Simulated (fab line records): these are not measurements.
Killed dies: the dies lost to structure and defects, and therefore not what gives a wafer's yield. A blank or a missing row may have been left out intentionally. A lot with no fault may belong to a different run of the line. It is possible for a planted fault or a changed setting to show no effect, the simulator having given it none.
Matching of chambers | flow n5Finfet | rieDiel-04 running N5_BEOL_M5_STRIP_19: 4 sister chambers
The step strips in O2. 4 wafers are shown with their chamber, then 8 later ones without.

## WAFERS, EACH WITH ITS CHAMBER
wafer  | chamber | drypumpMotorCurrentA (A)
L082.5 | 1       | 5.5
L083.2 | 2       | 4.8
L084.6 | 0       | 6.1
L089.1 | 3       | 4.9

## WAFERS WHOSE CHAMBER IS MISSING
wafer  | drypumpMotorCurrentA (A)
L089.3 | 5.5
L089.6 | 4.9
L091.1 | 5.5
L091.3 | 4.9
L091.4 | 4.9
L095.1 | 5.5
L095.2 | 6.1
L095.5 | 6.0

## WHICH CHAMBER EACH ONE RAN IN
wafer  | from the rows above | in truth
L089.3 | 1                   | 1
L089.6 | 3                   | 3
L091.1 | 1                   | 1
L091.3 | 3                   | 3
L091.4 | 3                   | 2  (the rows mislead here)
L095.1 | 1                   | 1
L095.2 | 0                   | 0
L095.5 | 0                   | 0
Correctly placed: 7 of 8. Not placeable from these rows: 0. Placed wrongly: 1.
How it was worked out, from the rows above alone: a wafer's distance from a chamber is the root of the sum, over the readings, of the square of ((its reading less the chamber's mean) divided by the reading's scatter). If the next closest chamber is less than 2 further off than the closest, the wafer can't be placed; otherwise it belongs to the closest. For every chamber, the mean is computed from those of its wafers that are shown. The scatter: with one shown wafer a chamber, the root of the mean of the squares of how far each hidden wafer lies from its nearest shown one.
